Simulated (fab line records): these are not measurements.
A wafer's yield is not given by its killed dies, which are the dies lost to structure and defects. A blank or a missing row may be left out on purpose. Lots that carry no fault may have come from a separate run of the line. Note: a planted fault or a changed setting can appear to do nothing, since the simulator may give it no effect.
Lot-split experiment + flow n5-finfet + on a route of 1938 steps: 7 lots, 21 wafers read

== ABOUT THE SPLIT ==
At N5_SDB_EXPOSE_08 (exposes mask SDB), the setting dose-mj was moved away from the recipe's 49.6 on 7 of the 21 wafers read, by -4.1% to +7.4%. The other wafers ran this setting at the recipe's value.

== FROM THE SPLIT TO THE READING: what the file shows between them, 2 steps ==
- N5_SDB_PEB_09: peb time 60 s
- N5_SDB_DEVELOP_10: develop time 30 s

== THE READING ==
cd-nm at N5_SDB_CD_MEAS_11, given in nm (cd target 50 nm). A value of 49.7 nm with a standard deviation of 1.1 nm is what fault-free wafers of this fab line usually give.

| wafer  | tool, chamber at the split | dose-mj as run | against the recipe | cd-nm, nm | against lot-mates on the recipe |
|--------|----------------------------|----------------|--------------------|-----------|---------------------------------|
| L078.1 | arfi-scanner-03, 0         | 49.6           | recipe             | 49.3      | -                               |
| L078.2 | arfi-scanner-03, 0         | 49.6           | recipe             | 50.1      | -                               |
| L078.5 | arfi-scanner-03, 0         | 49.6           | recipe             | 50.2      | -                               |
| L080.2 | arfi-scanner-03, 0         | 49.6           | recipe             | 49.6      | -                               |
| L080.3 | arfi-scanner-03, 0         | 49.6           | recipe             | 47.8      | -                               |
| L080.4 | arfi-scanner-03, 0         | 49.6           | recipe             | 48.9      | -                               |
| L081.1 | arfi-scanner-02, 0         | 49.6           | recipe             | 49.5      | -                               |
| L081.2 | arfi-scanner-02, 0         | 53.29          | +7.4%              | 57.8      | +8.3                            |
| L081.4 | arfi-scanner-02, 0         | 53.29          | +7.4%              | 57.9      | +8.4                            |
| L082.1 | arfi-scanner-02, 0         | 49.6           | recipe             | 49.5      | -                               |
| L082.2 | arfi-scanner-02, 0         | 47.58          | -4.1%              | 45.3      | -3.6                            |
| L082.5 | arfi-scanner-02, 0         | 49.6           | recipe             | 48.2      | -                               |
| L087.2 | arfi-scanner-03, 0         | 49.6           | recipe             | 48.4      | -                               |
| L087.4 | arfi-scanner-03, 0         | 49.6           | recipe             | 50.5      | -                               |
| L087.5 | arfi-scanner-03, 0         | 52.71          | +6.3%              | 58.7      | +9.2                            |
| L089.2 | arfi-scanner-02, 0         | 51.78          | +4.4%              | 54.7      | +3.6                            |
| L089.3 | arfi-scanner-02, 0         | 49.6           | recipe             | 51.0      | -                               |
| L089.5 | arfi-scanner-02, 0         | 49.6           | recipe             | 51.2      | -                               |
| L094.1 | arfi-scanner-03, 0         | 53.03          | +6.9%              | 58.0      | +7.3                            |
| L094.2 | arfi-scanner-03, 0         | 53.03          | +6.9%              | 58.0      | +7.3                            |
| L094.6 | arfi-scanner-03, 0         | 49.6           | recipe             | 50.7      | -                               |

THE FIT
A straight line over all 21 wafers: cd-nm changes by +1.18 nm for each +1% of dose-mj; r = +0.97; the points scatter about the line by 0.97 nm.
The same after taking each lot's own level away (the mean of its wafers on the recipe; 21 wafers): +1.1 nm for each +1%; r = +0.98; scatter 0.83 nm.
Per that fit: largest dose-mj move, reading shift of 8.2 nm.
Measured against the standard deviation above, the lots' own levels, which go from 48.77 to 51.10 nm, span 2.1 times it.
The two slopes agree, so the slope changes little with the lot-to-lot level.
Check: for one of the wafers moved furthest among these (+7.4%), held out of the fit, the line's prediction against its lot-mates is +8.29 nm. Against them it came out at +8.3 nm.

== THE FILE'S OWN FIT ==
cd-nm changes by +1.13 nm for each +1% of dose-mj, r = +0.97.
